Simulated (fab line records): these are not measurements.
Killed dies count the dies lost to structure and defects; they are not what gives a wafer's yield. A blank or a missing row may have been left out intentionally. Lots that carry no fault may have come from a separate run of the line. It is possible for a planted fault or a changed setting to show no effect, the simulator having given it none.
A lot that was struck, set against a sound lot    flow n5Finfet    33 out of 1938 route steps
Sound: the wafers L979.1, L979.3, L979.4. Struck: wafer L997.3. (L997.2 of the same lot was not struck and is left out.) The cause comes at the end.
Per side, at each step with rows, come the tool, then ch with its chambers, and then its first start. Under that, the readings that differ: sound wafers    struck wafers    difference of the means    sigmas: that difference in standard deviations of wafers without a fault.
alike: words and numbers the same on both sides, and readings whose means are apart by under 2 such deviations; not compared: readings that were withheld, readings missing a value for some wafer, numbers with overlapping values and no deviation given by the record, and bounds like >300 which may hide the same value.
A row with sigmas, a row that says differs or no value, or rows on one side alone: a step with any of these is where the two part. Numbers that don't overlap but have no deviation are shown without sigmas and don't part them. A reading missing from all wafers of one side parts the sides only when that side holds two or more wafers.

first, 8 steps without rows for these wafers: N5_BEOL_M9_ECD_50 (material Cu, target thk 318 nm); N5_BEOL_M9_ANNEAL_51 (time 90 s); N5_BEOL_M9_CMP_52 (polishes, stops on SiCOH lowk, t overpolish 7 s, target thk 140 nm); N5_BEOL_M9_PRE_CLEAN_55 (time 15 s); N5_BEOL_M9_DEP_56 (deposits SiCN from 3MS/NH3, target thk 15 nm, time 26.5 s); N5_BEOL_M10_ILD_DEP_00 (deposits SiCOH lowk from DEMS/porogen, target thk 308.51 nm, time 58 s); N5_BEOL_M10_CURE_71 (cures SiCOH lowk, time 240 s); N5_BEOL_M10_PECVD_70 (deposits SiO2 from TEOS/O2, target thk 20 nm, time 22.7 s).
N5_BEOL_M10_HM_DEP_02: deposits TiN, target thk 20 nm.
  sound on pvdSputter-01, day 11 11:34; struck on pvdSputter-01, day 15 15:58
reading                                     sound           struck  difference  sigmas
model.TiN_of_BEOL_M10_HM_DEP_02.thkNm (nm)  19.8 19.8 19.6  9.6     -10.1       
  alike: throttleValvePct
then, 13 steps without rows for these wafers: N5_BEOL_M10_COAT_59 (time 60 s, resist thk 100 nm); N5_BEOL_M10_COAT_60 (time 60 s, resist thk 30 nm); N5_BEOL_M10_COAT_05 (resist thk 90 nm); N5_BEOL_M10_EBR_07; N5_BEOL_M10_SOFTBAKE_06 (time 60 s); N5_BEOL_M10_EXPOSE_08 (exposes mask M10); N5_BEOL_M10_PEB_09 (peb time 60 s); N5_BEOL_M10_DEVELOP_10 (develop time 30 s); N5_BEOL_M10_DESCUM_16 (chemistry O2, time 7.9 s); N5_BEOL_M10_ETCH_61 (etches SiARC in CF4, target depth 39 nm, time 65 s); N5_BEOL_M10_ETCH_62 (etches SOC in N2/H2, target depth 110 nm, overetch 22 nm, time 165 s); N5_BEOL_M10_STRIP_68 (strips in N2/H2); N5_BEOL_M10_STRIP_67 (strips in CF4).
N5_BEOL_M10_HM_OPEN_17: chemistry Cl2/BCl3, target TiN, target depth 20 nm, overetch 6 nm.
  sound on rieMetal-02 ch 0,1, day 11 12:25; struck on rieMetal-03 ch 0, day 15 16:42
reading                  sound             struck  difference  sigmas
model.etch.depthNm (nm)  19.7 19.74 19.58  9.606   -10.067     
  alike: drypumpMotorCurrentA, oes_ar_750_au, oesProductAu, throttleValvePct
  not compared: rfHoursCounterH
then, 9 steps without rows for these wafers: N5_BEOL_M10_STRIP_19 (strips in O2); N5_BEOL_M10_COAT_63 (time 60 s, resist thk 100 nm); N5_BEOL_M10_COAT_64 (time 60 s, resist thk 30 nm); N5_BEOL_M10_COAT_22 (resist thk 90 nm); N5_BEOL_M10_EBR_24; N5_BEOL_M10_SOFTBAKE_23 (time 60 s); N5_BEOL_M10_EXPOSE_25 (exposes mask V9); N5_BEOL_M10_PEB_26 (peb time 60 s); N5_BEOL_M10_DEVELOP_27 (develop time 30 s).
N5_BEOL_M10_TRENCH_ETCH_37: etches SiCOH lowk in C4F6/O2, target depth 148.83 nm, time 48 s.
  sound: rieDiel-04 ch 2,3; struck: rieDiel-02 ch 0
reading                                     sound           struck  difference  sigmas
showerheadPlenumPTorr (Torr)                2.78 2.77 2.78  3.03    +0.25       +3
model.TiN_of_BEOL_M10_HM_DEP_02.thkNm (nm)  15.6 15.6 15.4  5.4     -10.1       
  alike: drypumpMotorCurrentA, oes_ar_750_au, oes_o_777_au, oesProductAu, rfVppV, throttleValvePct
  not compared: rfHoursCounterH

== WHERE THEY PART ==
Only at N5_BEOL_M10_TRENCH_ETCH_37, within this record.

WHY: what had been put in by the simulator
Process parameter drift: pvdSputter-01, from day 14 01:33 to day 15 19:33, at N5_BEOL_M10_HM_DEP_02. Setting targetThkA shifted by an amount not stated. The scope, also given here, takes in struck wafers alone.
